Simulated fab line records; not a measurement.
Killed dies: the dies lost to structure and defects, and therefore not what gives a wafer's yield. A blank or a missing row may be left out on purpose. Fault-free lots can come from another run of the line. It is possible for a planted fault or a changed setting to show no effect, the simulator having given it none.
Struck lot and sound lot, side by side || flow n5-finfet || 15 out of 1938 route steps
Sound: the wafers L782.3, L782.4, L782.6. Struck: wafer L777.4. (L777.1, L777.3 of the same lot were not struck and are left out.) The cause comes at the end.
For every step that has rows: the tool of each side, followed by ch and its chambers, followed by its first start. Under that, the readings that differ: sound wafers || struck wafers || difference of the means || sigmas: that difference in standard deviations of wafers without a fault.
alike: same words and numbers on both sides, and readings whose means sit less than 2 such deviations apart. not compared: any withheld reading, any reading some wafer has no value for, any bound like >300 that may hide the same value, and any number with overlapping values for which the record gives no deviation.
A row with sigmas, a row that says differs or no value, or rows on one side alone: a step with any of these is where the two part. Numbers that have no deviation but don't overlap get no sigmas and don't part them. A reading missing from all wafers of one side parts the sides only when that side holds two or more wafers.

first, 4 steps without rows for these wafers: N5_BEOL_M9_SOFTBAKE_06 (time 60 s); N5_BEOL_M9_EXPOSE_08 (exposes mask M9); N5_BEOL_M9_PEB_09 (peb time 60 s); N5_BEOL_M9_DEVELOP_10 (develop time 30 s).
N5_BEOL_M9_CD_MEAS_11: target cd 64.1 nm.
  sound on cd-sem-02 ch 0, day 14 14:42; struck on cd-sem-01 ch 0, day 13 05:47
  alike: cd-nm
N5_BEOL_M9_OVL_MEAS_12:
  sound on overlay-01 ch 0, day 14 14:44; struck on overlay-02 ch 0, day 13 05:49
  alike: M9_OVL
N5_BEOL_M9_INSPECT_13: inspects for defects (brightfield).
  sound on defect-inspect-01, day 14 14:45; struck on defect-inspect-02, day 13 05:50
  alike: raw-defect-count
N5_BEOL_M9_DESCUM_16: chemistry O2, time 7.9 s.
  sound on rie-diel-03 ch 0,2,3, day 14 14:47; struck on rie-diel-01 ch 0, day 13 06:05
{"reading": "rf-vpp-V (V)", "sound": "247.1 241.4 241.8", "struck": 240.7, "difference": -2.7, "sigmas": -2}
  alike: drypump-motor-current-A, oes-product-au, showerhead-plenum-p-Torr, throttle-valve-pct
  not compared: rf-hours-counter-h
N5_BEOL_M9_ETCH_61: etches SiARC in CF4, target depth 39 nm, time 65 s.
  sound on rie-diel-03 ch 0,2,3, day 14 14:49; struck on rie-diel-01 ch 0, day 13 06:07
{"reading": "etch-rf-on-time-s (s)", "sound": "65.5 66.3 65.1", "struck": 61.8, "difference": -3.8, "sigmas": -2}
  alike: bias-w, drypump-motor-current-A, mfc-ar-sccm, oes-product-au, rf-vpp-V, showerhead-plenum-p-Torr, throttle-valve-pct
  not compared: rf-hours-counter-h
N5_BEOL_M9_ETCH_62: etches SOC in N2/H2, target depth 110 nm, overetch 22 nm, time 165 s.
  sound on rie-diel-03 ch 0,2,3, day 14 14:52; struck on rie-diel-01 ch 0, day 13 06:10
  alike: bias-w, drypump-motor-current-A, oes-product-au, rf-vpp-V, showerhead-plenum-p-Torr, throttle-valve-pct
  not compared: rf-hours-counter-h
then, 1 step without rows for these wafers: N5_BEOL_M9_STRIP_68 (strips in N2/H2).
N5_BEOL_M9_STRIP_67: strips in CF4.
  sound on rie-diel-03 ch 0,2,3, day 14 15:01; struck on rie-diel-01 ch 0, day 13 06:19
  alike: drypump-motor-current-A, oes-product-au, rf-vpp-V, showerhead-plenum-p-Torr, throttle-valve-pct
  not compared: rf-hours-counter-h
N5_BEOL_M9_HM_OPEN_17: chemistry Cl2/BCl3, target TiN, target depth 20 nm, overetch 6 nm.
  sound on rie-metal-03 ch 0,1, day 14 15:05; struck on rie-metal-01 ch 0, day 13 06:21
{"reading": "throttle-valve-pct (%)", "sound": "22.25 22.31 22.25", "struck": 21.68, "difference": -0.59, "sigmas": -3}
{"reading": "model.SOC_of_BEOL_M9_COAT_59.thk-nm (nm)", "sound": "91.8 92 92", "struck": 93.2, "difference": "+1.3", "sigmas": ""}
  alike: bias-w, drypump-motor-current-A, mfc-ar-sccm, oes_ar_750_au, oes-product-au
  not compared: rf-hours-counter-h
N5_BEOL_M9_STRIP_19: strips in O2.
  sound on rie-diel-03 ch 0,3, day 14 15:10; struck on rie-diel-03 ch 3, day 13 06:28
  alike: drypump-motor-current-A, oes-product-au, rf-vpp-V, showerhead-plenum-p-Torr, throttle-valve-pct
  not compared: rf-hours-counter-h
after that, 1 step had no rows for these wafers: N5_PASSIVATION_PROBE_49.

WHERE THEY PART
Earliest at N5_BEOL_M9_DESCUM_16; latest, in this record, at N5_BEOL_M9_HM_OPEN_17. Later steps at which nothing parts them and some readings are alike: N5_BEOL_M9_STRIP_19.

WHY: whatever the simulator had introduced
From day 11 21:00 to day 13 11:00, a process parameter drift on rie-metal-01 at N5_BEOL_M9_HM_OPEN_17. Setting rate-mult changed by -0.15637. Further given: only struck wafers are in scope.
